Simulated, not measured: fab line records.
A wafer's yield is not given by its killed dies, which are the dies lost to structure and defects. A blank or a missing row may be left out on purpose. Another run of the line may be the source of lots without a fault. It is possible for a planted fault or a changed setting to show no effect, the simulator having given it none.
Which of the tools did it? || flow n5Finfet || Sampling: 11 lots, 32 wafers, 5 of 1938 route steps

== WHAT THE GAUGES SHOWED, per wafer ==
N5_MIM_BOT_LITHO_CD_MEAS_08 targets a cd of 3000 nm.
{"lot": "L532", "measured": "day 11 21:47", "on": "cdSem-01", "cdNm (nm)": "2999.3 3000.5 3000.3"}
{"lot": "L533", "measured": "day 11 23:04", "on": "cdSem-02", "cdNm (nm)": "3002.1 3002.9"}
{"lot": "L534", "measured": "day 12 01:56", "on": "cdSem-03", "cdNm (nm)": "3000.9 3001.5 3002.1"}
{"lot": "L536", "measured": "day 12 19:23", "on": "cdSem-01", "cdNm (nm)": "3002.1 3000.5 3002.5"}
{"lot": "L538", "measured": "day 13 06:02", "on": "cdSem-03", "cdNm (nm)": "3000.5 2999.6 3002.0"}
{"lot": "L541", "measured": "day 14 10:55", "on": "cdSem-03", "cdNm (nm)": "3022.0 3014.9 3008.6"}
{"lot": "L546", "measured": "day 15 10:57", "on": "cdSem-01", "cdNm (nm)": "2997.8 3000.1 2999.4"}
{"lot": "L548", "measured": "day 16 09:17", "on": "cdSem-02", "cdNm (nm)": "2999.0 2999.0 3001.5"}
{"lot": "L551", "measured": "day 17 07:58", "on": "cdSem-03", "cdNm (nm)": "3001.0 2998.9 2999.1"}
{"lot": "L552", "measured": "day 17 11:50", "on": "cdSem-03", "cdNm (nm)": "2998.0 2998.0 2998.8"}
{"lot": "L555", "measured": "day 17 15:17", "on": "cdSem-01", "cdNm (nm)": "2996.8 2996.9 2995.6"}

== WHAT TOOL EACH LOT RAN ON (gives the tool, then ch and the chambers of the sampled wafers, and finally the start) ==
{"lot": "L532", "N5_BEOL_M15_SPUTTER_45": "pvdSputter-01, day 11 16:10", "N5_PASSIVATION_PECVD_00": "pecvd-02 ch 0,1,2, day 11 18:17", "N5_MIM_TOP_ALD_02": "aldHk-01 ch 0,2,3, day 11 21:37 or earlier", "N5_MIM_BOT_LITHO_EXPOSE_05": "krfScanner-01 ch 0, day 11 21:37"}
{"lot": "L533", "N5_BEOL_M15_SPUTTER_45": "pvdSputter-02, day 11 17:59", "N5_PASSIVATION_PECVD_00": "pecvd-02 ch 0, day 11 20:04", "N5_MIM_TOP_ALD_02": "aldHk-03 ch 0,1, day 11 22:53 or earlier", "N5_MIM_BOT_LITHO_EXPOSE_05": "krfScanner-02 ch 0, day 11 22:53"}
{"lot": "L534", "N5_BEOL_M15_SPUTTER_45": "pvdSputter-01, day 11 21:21", "N5_PASSIVATION_PECVD_00": "pecvd-03 ch 0,1,2, day 11 23:27", "N5_MIM_TOP_ALD_02": "aldHk-02 ch 0,1,2, day 12 01:46 or earlier", "N5_MIM_BOT_LITHO_EXPOSE_05": "krfScanner-02 ch 0, day 12 01:46"}
{"lot": "L536", "N5_BEOL_M15_SPUTTER_45": "pvdSputter-01, day 12 12:20", "N5_PASSIVATION_PECVD_00": "pecvd-04 ch 1,2, day 12 14:26", "N5_MIM_TOP_ALD_02": "aldHk-02 ch 0,3, day 12 19:13 or earlier", "N5_MIM_BOT_LITHO_EXPOSE_05": "krfScanner-01 ch 0, day 12 19:13"}
{"lot": "L538", "N5_BEOL_M15_SPUTTER_45": "pvdSputter-03, day 13 00:23", "N5_PASSIVATION_PECVD_00": "pecvd-02 ch 0,1,2, day 13 02:28", "N5_MIM_TOP_ALD_02": "aldHk-02 ch 0,1, day 13 05:52 or earlier", "N5_MIM_BOT_LITHO_EXPOSE_05": "krfScanner-02 ch 0, day 13 05:52"}
{"lot": "L541", "N5_BEOL_M15_SPUTTER_45": "pvdSputter-02, day 14 02:02", "N5_PASSIVATION_PECVD_00": "pecvd-03 ch 0,2, day 14 04:07", "N5_MIM_TOP_ALD_02": "aldHk-03 ch 1,2, day 14 10:45 or earlier", "N5_MIM_BOT_LITHO_EXPOSE_05": "krfScanner-02 ch 0, day 14 10:45"}
{"lot": "L546", "N5_BEOL_M15_SPUTTER_45": "pvdSputter-01, day 15 05:50", "N5_PASSIVATION_PECVD_00": "pecvd-04 ch 1,2, day 15 07:58", "N5_MIM_TOP_ALD_02": "aldHk-02 ch 2,3, day 15 10:46 or earlier", "N5_MIM_BOT_LITHO_EXPOSE_05": "krfScanner-01 ch 0, day 15 10:46"}
{"lot": "L548", "N5_BEOL_M15_SPUTTER_45": "pvdSputter-03, day 15 23:32", "N5_PASSIVATION_PECVD_00": "pecvd-03 ch 0,1,2, day 16 01:38", "N5_MIM_TOP_ALD_02": "aldHk-03 ch 0,1,3, day 16 09:07 or earlier", "N5_MIM_BOT_LITHO_EXPOSE_05": "krfScanner-01 ch 0, day 16 09:07"}
{"lot": "L551", "N5_BEOL_M15_SPUTTER_45": "pvdSputter-03, day 17 01:22", "N5_PASSIVATION_PECVD_00": "pecvd-04 ch 0,1,2, day 17 05:14", "N5_MIM_TOP_ALD_02": "aldHk-03 ch 1,3, day 17 07:47 or earlier", "N5_MIM_BOT_LITHO_EXPOSE_05": "krfScanner-01 ch 0, day 17 07:47"}
{"lot": "L552", "N5_BEOL_M15_SPUTTER_45": "pvdSputter-03, day 17 06:30", "N5_PASSIVATION_PECVD_00": "pecvd-02 ch 1,2, day 17 08:53", "N5_MIM_TOP_ALD_02": "aldHk-03 ch 0,1,2, day 17 11:40 or earlier", "N5_MIM_BOT_LITHO_EXPOSE_05": "krfScanner-01 ch 0, day 17 11:40"}
{"lot": "L555", "N5_BEOL_M15_SPUTTER_45": "pvdSputter-01, day 17 10:00", "N5_PASSIVATION_PECVD_00": "pecvd-02 ch 0,1,2, day 17 12:17", "N5_MIM_TOP_ALD_02": "aldHk-02 ch 0,2, day 17 15:07 or earlier", "N5_MIM_BOT_LITHO_EXPOSE_05": "krfScanner-01 ch 0, day 17 15:07"}
- N5_BEOL_M15_SPUTTER_45: material Cu, target thk 100 nm, time 16.67 s.
- N5_PASSIVATION_PECVD_00: deposits SiO2 from SiH4/N2O, target thk 200 nm, time 11.2 s.
- N5_MIM_TOP_ALD_02: deposits Al2O3, purge time 3 s, co reactant pulse time 3 s.
- N5_MIM_BOT_LITHO_EXPOSE_05: exposes mask MIM BOT.

== THE ANSWER, worked out from the rows above alone ==
Rule: the usual values come from the lots themselves. Put in order of their means at a reading, lots are off if they are a third of the lots or fewer, leave a main group of 4 or more, and stand apart from it by a gap of 3 or more times the standard deviation of the main group's means; of several such gaps the widest counts. Not used: any main group whose means are identical at the precision the tables above print for the reading. A lot without any number at a reading at which 4 lots or more have one is off too. All remaining lots with rows at the step are treated as sound.
Off: L541, at N5_MIM_BOT_LITHO_CD_MEAS_08 (cdNm). Mean 3000.0 nm and standard deviation 1.7 in the main group.
If a tool, at a process step before that reading, ran all the lots that are off and no sound lot after the first of them, it fits. Those tools and the gauges at N5_MIM_BOT_LITHO_CD_MEAS_08 are tried in the same way. N5_MIM_TOP_ALD_02 gives no start for some lots, so the hours and the order of its lots are those of N5_MIM_BOT_LITHO_EXPOSE_05. Undecided on this evidence; 2 tools fit (pvdSputter-02 at N5_BEOL_M15_SPUTTER_45, krfScanner-02 at N5_MIM_BOT_LITHO_EXPOSE_05).

== WHAT HAD BEEN PUT IN BY THE SIMULATOR ==
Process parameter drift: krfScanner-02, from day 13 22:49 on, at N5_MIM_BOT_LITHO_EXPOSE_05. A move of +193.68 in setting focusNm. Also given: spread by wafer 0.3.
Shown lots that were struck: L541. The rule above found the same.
